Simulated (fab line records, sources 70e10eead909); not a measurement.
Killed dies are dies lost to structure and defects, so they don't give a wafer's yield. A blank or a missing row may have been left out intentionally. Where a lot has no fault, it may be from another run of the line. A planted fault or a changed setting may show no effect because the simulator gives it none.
The tool behind it: which one? -- flow nand harc -- 13 lots with 39 wafers sampled at 6 steps, on a route of 1302 steps

## WHAT THE GAUGES SHOWED, per wafer
NHARC_P_M0_CD_MEAS_09: target cd 90 nm.
lot,measured,on,cd nm (nm)
L620,day 6 01:05,cd sem-01,90.2 89.7 90.6
L621,day 6 16:10,cd sem-01,90.4 89.3 91.1
L622,day 6 16:35,cd sem-02,90.1 88.1 89.8
L623,day 7 09:23,cd sem-03,90.7 91.2 89.7
L624,day 7 14:27,cd sem-02,90.3 90.7 89.4
L625,day 8 01:07,cd sem-03,90.9 91.0 90.9
L627,day 8 21:15,cd sem-02,120.3 118.3 121.3
L629,day 9 14:46,cd sem-03,115.4 116.4 116.1
L635,day 12 19:58,cd sem-03,91.1 90.3 91.0
L639,day 13 19:53,cd sem-01,89.8 89.6 89.3
L640,day 14 11:08,cd sem-03,89.6 89.4 89.6
L642,day 15 05:49,cd sem-02,89.6 90.0 89.7
L643,day 15 12:47,cd sem-03,89.8 89.8 89.7

NHARC_END_SORT_01.
lot,measured,on,defect limited yield (%),killed at array,killed at other,killed at periphery,killed dies,killed open,killed short
L620,day 24 18:54,prober-01,86 85 89,90 102 71,0 0 2,3 1 3,93 103 76,2 4 1,2 0 1
L621,day 24 11:13,prober-01,88 89 89,80 72 72,0 1 0,1 2 1,81 75 73,0 3 4,2 3 3
L622,day 25 01:46,prober-02,93 91 92,44 57 52,0 0 1,6 3 3,50 60 56,5 4 6,0 1 4
L624,day 25 14:33,prober-01,84 85 85,108 103 101,0 0 0,3 1 0,111 104 101,3 1 0,4 3 1
L625,day 26 06:21,prober-01,84 85 86,103 92 83,2 0 3,5 10 8,110 102 94,2 3 0,3 2 0
L627,day 26 23:11,prober-01,83 82 81,100 117 118,0 0 3,13 2 11,113 119 132,6 5 6,4 0 6
L629,day 28 07:41,prober-01,87,74,6,5,85,1,4
L635,day 31 19:33,prober-01,89 89 88,74 70 74,0 0 0,2 3 5,76 73 79,0 2 5,2 2 3
L639,day 33 04:20,prober-02,86 86 87,90 97 89,1 0 1,5 1 0,96 98 90,4 3 2,4 2 4

## WHICH TOOL RAN EACH LOT (tool, then ch and the chambers of the sampled wafers, then the start)
lot,NHARC_P_CONTACT_DEP_00,NHARC_P_M0_EXPOSE_06,NHARC_P_M0_DEGAS_28,NHARC_P_M0_PRE_CLEAN_29
L620,"pecvd-03 ch 0,2, day 6 00:56 or earlier","arfi scanner-02 ch 0, day 6 00:56","pvd sputter-02, day 6 02:11","pvd sputter-02, day 24 18:54 or earlier"
L621,"pecvd-03 ch 0,1,2, day 6 16:01 or earlier","arfi scanner-03 ch 0, day 6 16:01","pvd sputter-01, day 6 17:17","pvd sputter-01, day 24 11:13 or earlier"
L622,"pecvd-02 ch 0,1,2, day 6 16:26 or earlier","arfi scanner-02 ch 0, day 6 16:26","pvd sputter-02, day 6 18:28","pvd sputter-02, day 25 01:46 or earlier"
L623,"pecvd-02 ch 0,1, day 7 09:14 or earlier","arfi scanner-03 ch 0, day 7 09:14","pvd sputter-01, day 7 10:32","pvd sputter-01, no start"
L624,"pecvd-03 ch 0,2, day 7 14:19 or earlier","arfi scanner-03 ch 0, day 7 14:19","pvd sputter-02, day 7 15:36","pvd sputter-02, day 25 14:33 or earlier"
L625,"pecvd-01 ch 0,1,2, day 8 00:59 or earlier","arfi scanner-02 ch 0, day 8 00:59","pvd sputter-02, day 8 02:21","pvd sputter-02, day 26 06:21 or earlier"
L627,"pecvd-01 ch 0,1,2, day 8 21:07 or earlier","arfi scanner-03 ch 0, day 8 21:07","pvd sputter-01, day 8 22:22","pvd sputter-01, day 26 23:11 or earlier"
L629,"pecvd-02 ch 0,1, day 9 14:37 or earlier","arfi scanner-03 ch 0, day 9 14:37","pvd sputter-01, day 9 15:52","pvd sputter-01, day 28 07:41 or earlier"
L635,"pecvd-01 ch 1,2, day 12 19:49 or earlier","arfi scanner-01 ch 0, day 12 19:49","pvd sputter-03, day 12 21:11","pvd sputter-03, day 31 19:33 or earlier"
L639,"pecvd-01 ch 0,1,2, day 13 19:44 or earlier","arfi scanner-02 ch 0, day 13 19:44","pvd sputter-01, day 13 20:59","pvd sputter-01, day 33 04:20 or earlier"
L640,"pecvd-02 ch 0,2, day 14 11:00 or earlier","arfi scanner-02 ch 0, day 14 11:00","pvd sputter-02, day 14 12:19","pvd sputter-02, no start"
L642,"pecvd-02 ch 1,2, day 15 05:40 or earlier","arfi scanner-01 ch 0, day 15 05:40","pvd sputter-03, day 15 06:56","pvd sputter-03, no start"
L643,"pecvd-02 ch 0,1,2, day 15 12:38 or earlier","arfi scanner-02 ch 0, day 15 12:38","pvd sputter-01, day 15 14:03","pvd sputter-01, no start"
- NHARC_P_CONTACT_DEP_00: deposits SiO2, target thk 500 nm.
- NHARC_P_M0_EXPOSE_06: exposes mask P M0, target cd 90 nm.
- NHARC_P_M0_DEGAS_28: time 60 s.
- NHARC_P_M0_PRE_CLEAN_29: time 30 s.

## WHAT THE TOOLS THEMSELVES READ (means of the sampled wafers that have a number; where no wafer has one, the mark that the record gives instead)
NHARC_P_CONTACT_DEP_00.
lot,tool,heater power w (W),throttle valve pct (%)
L620,pecvd-03,439,16.5
L621,pecvd-03,480,15.9
L622,pecvd-02,576,15.8
L623,pecvd-02,591,15.8
L624,pecvd-03,514,16.1
L625,pecvd-01,608,16.0
L627,pecvd-01,549,16.1
L629,pecvd-02,643,16.4
L635,pecvd-01,605,16.1
L639,pecvd-01,555,16.2
L640,pecvd-02,666,15.2
L642,pecvd-02,490,15.6
L643,pecvd-02,592,15.5

NHARC_P_M0_EXPOSE_06.
lot,tool,exposure dose mJ cm2,reticle temp C (C)
L620,arfi scanner-02,81.30,22.94
L621,arfi scanner-03,81.19,22.99
L622,arfi scanner-02,81.28,22.89
L623,arfi scanner-03,81.18,23.13
L624,arfi scanner-03,81.23,22.97
L625,arfi scanner-02,81.17,23.12
L627,arfi scanner-03,129.94,22.93
L629,arfi scanner-03,121.82,23.15
L635,arfi scanner-01,81.13,23.10
L639,arfi scanner-02,81.32,23.21
L640,arfi scanner-02,81.21,23.00
L642,arfi scanner-01,81.31,22.95
L643,arfi scanner-02,81.15,23.04

NHARC_P_M0_DEGAS_28.
lot,tool,heater power w (W)
L620,pvd sputter-02,365
L621,pvd sputter-01,348
L622,pvd sputter-02,361
L623,pvd sputter-01,366
L624,pvd sputter-02,366
L625,pvd sputter-02,365
L627,pvd sputter-01,362
L629,pvd sputter-01,355
L635,pvd sputter-03,316
L639,pvd sputter-01,353
L640,pvd sputter-02,362
L642,pvd sputter-03,282
L643,pvd sputter-01,356

NHARC_P_M0_PRE_CLEAN_29.
lot,tool,heater power w (W)
L620,pvd sputter-02,455
L621,pvd sputter-01,427
L622,pvd sputter-02,452
L623,pvd sputter-01,438
L624,pvd sputter-02,413
L625,pvd sputter-02,454
L627,pvd sputter-01,441
L629,pvd sputter-01,434
L635,pvd sputter-03,390
L639,pvd sputter-01,442
L640,pvd sputter-02,432
L642,pvd sputter-03,409
L643,pvd sputter-01,457

## THE ANSWER, worked out from the rows above alone
Rule: the usual values come from the lots themselves. The widest of any qualifying gaps counts: lots, ordered by their means at a reading, are off when they make up no more than a third of the lots, leave a main group of 4 or more, and stand apart from it by 3 or more times the standard deviation of that group's means. A main group is skipped when, at the precision printed for the reading in the tables above, its means are all equal. A lot without any number at a reading at which 4 lots or more have one is off too. Any other lot the step has rows for is counted as sound. After the gauges, taken in route order, come the tools' own readings; for these a lot's mean is taken, as printed above. The first step at which some lot is off is used, and at that step the reading that is off furthest; a lot without a number counts as furthest.
Off: L627, L629, at NHARC_P_M0_CD_MEAS_09 (cd nm). The main group: mean 90.1 nm, standard deviation 0.51.
If a tool, at a process step before that reading, ran all the lots that are off and no sound lot after the first of them, it fits. Not tried: the gauges at NHARC_P_M0_CD_MEAS_09; whatever is off there is also off at NHARC_P_M0_EXPOSE_06, on other tools, and gauge error can't account for it. Because NHARC_P_CONTACT_DEP_00 lacks a start for some lots, the hours and order of its lots are taken from NHARC_P_M0_EXPOSE_06. One candidate fits, namely arfi scanner-03 at NHARC_P_M0_EXPOSE_06. A fault onset in the window from L624 (day 7 14:19, its last sound lot) to L627 (day 8 21:07, its first lot off) fits.
The tool's own readings at NHARC_P_M0_EXPOSE_06 bear it out: on the lots that are off they differ by more than 5 times the standard deviation of the sound lots' means. exposure dose mJ cm2 reads 125.88 there against 81.22 on the sound lots.

## WHAT WAS PUT IN BY THE SIMULATOR
Process parameters drifting: arfi scanner-03 at NHARC_P_M0_EXPOSE_06, beginning at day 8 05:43. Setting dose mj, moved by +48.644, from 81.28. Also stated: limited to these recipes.
Shown lots that were struck: L627, L629. Same finding as the rule above.
